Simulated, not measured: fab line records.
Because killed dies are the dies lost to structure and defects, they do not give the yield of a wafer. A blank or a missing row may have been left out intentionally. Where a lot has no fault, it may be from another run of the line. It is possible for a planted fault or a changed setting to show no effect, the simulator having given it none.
Chamber matching    flow n5_finfet    N5_BEOL_M1_DESCUM_33 on rie_diel-06 has 4 sister chambers
The step chemistry O2, time 7 s. 4 wafers are shown with their chamber, then 12 later ones without.

== WAFERS WITH THEIR CHAMBER ==
wafer   chamber  throttle_valve_pct (%)
L088.3  2        20.48
L091.2  3        20.09
L091.5  1        20.64
L091.6  0        20.48

== WAFERS MISSING THEIR CHAMBER ==
wafer   throttle_valve_pct (%)
L092.1  20.07
L092.2  20.49
L092.5  20.49
L093.3  20.09
L093.4  20.49
L093.6  20.48
L094.3  20.66
L094.4  20.08
L094.5  20.09
L095.1  20.49
L095.4  20.49
L095.6  20.47

== WHICH CHAMBER EACH ONE RAN IN ==
wafer   from the rows above      in truth
L092.1  3                        3
L092.2  can't be placed: 0 or 2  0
L092.5  can't be placed: 0 or 2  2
L093.3  3                        3
L093.4  can't be placed: 0 or 2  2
L093.6  can't be placed: 0 or 2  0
L094.3  1                        1
L094.4  3                        3
L094.5  3                        3
L095.1  can't be placed: 0 or 2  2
L095.4  can't be placed: 0 or 2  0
L095.6  can't be placed: 0 or 2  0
Placed correctly: 5 of 12. These rows do not allow placing 7 (true chamber among the candidates in 7). Placed wrongly: 0.
How it was worked out, from the rows above alone: a wafer's distance from a chamber is the root of the sum, over the readings, of the square of ((its reading less the chamber's mean) divided by the reading's scatter). If the next closest chamber is less than 2 further off than the closest, the wafer can't be placed; otherwise it belongs to the closest. Each chamber's mean is taken over the wafers shown for it. The scatter: with one shown wafer a chamber, the root of the mean of the squares of how far each hidden wafer lies from its nearest shown one.
